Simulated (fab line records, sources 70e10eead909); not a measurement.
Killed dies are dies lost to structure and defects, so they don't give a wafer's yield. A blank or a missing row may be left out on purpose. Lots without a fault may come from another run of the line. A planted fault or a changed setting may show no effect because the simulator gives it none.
Chamber matching | flow nand_harc | NHARC_THIN_TSV_DEP_47 on pecvd-04: 3 sister chambers
The step deposits SiO2, target thk 200 nm. 6 wafers are shown with their chamber, then 8 later ones without.

WAFERS WITH THEIR CHAMBER
wafer  | chamber | throttle_valve_pct (%)
L668.3 | 0       | 16.3
L668.5 | 2       | 15.7
L677.6 | 0       | 15.8
L680.3 | 2       | 15.7
L680.5 | 1       | 15.5
L683.1 | 1       | 15.6

WAFERS WITHOUT THEIR CHAMBER
wafer  | throttle_valve_pct (%)
L683.3 | 15.8
L683.4 | 15.6
L685.2 | 16.0
L685.5 | 15.8
L685.6 | 15.9
L686.1 | 15.7
L686.2 | 15.5
L686.5 | 16.1

WHICH CHAMBER EACH WENT THROUGH
wafer  | from the rows above          | in truth
L683.3 | can't be placed: 2 or 0 or 1 | 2
L683.4 | can't be placed: 1 or 2 or 0 | 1
L685.2 | can't be placed: 0 or 2 or 1 | 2
L685.5 | can't be placed: 2 or 0 or 1 | 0
L685.6 | can't be placed: 0 or 2 or 1 | 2
L686.1 | can't be placed: 2 or 1 or 0 | 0
L686.2 | can't be placed: 1 or 2      | 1
L686.5 | can't be placed: 0 or 2      | 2
Placed correctly: 0 of 8. Can't be placed from these rows: 8 (the true chamber is among the candidates in 8). Placed wrongly: 0.
How it was worked out, from the rows above alone: a wafer's distance from a chamber is the root of the sum, over the readings, of the square of ((its reading less the chamber's mean) divided by the reading's scatter). The wafer belongs to the nearest chamber; if the next one is less than 2 further off, it can't be placed. A chamber's mean is the mean of its shown wafers. The scatter: the root of (the sum of the squares of (reading less its chamber's mean) over the shown wafers, divided by (wafers less chambers)).
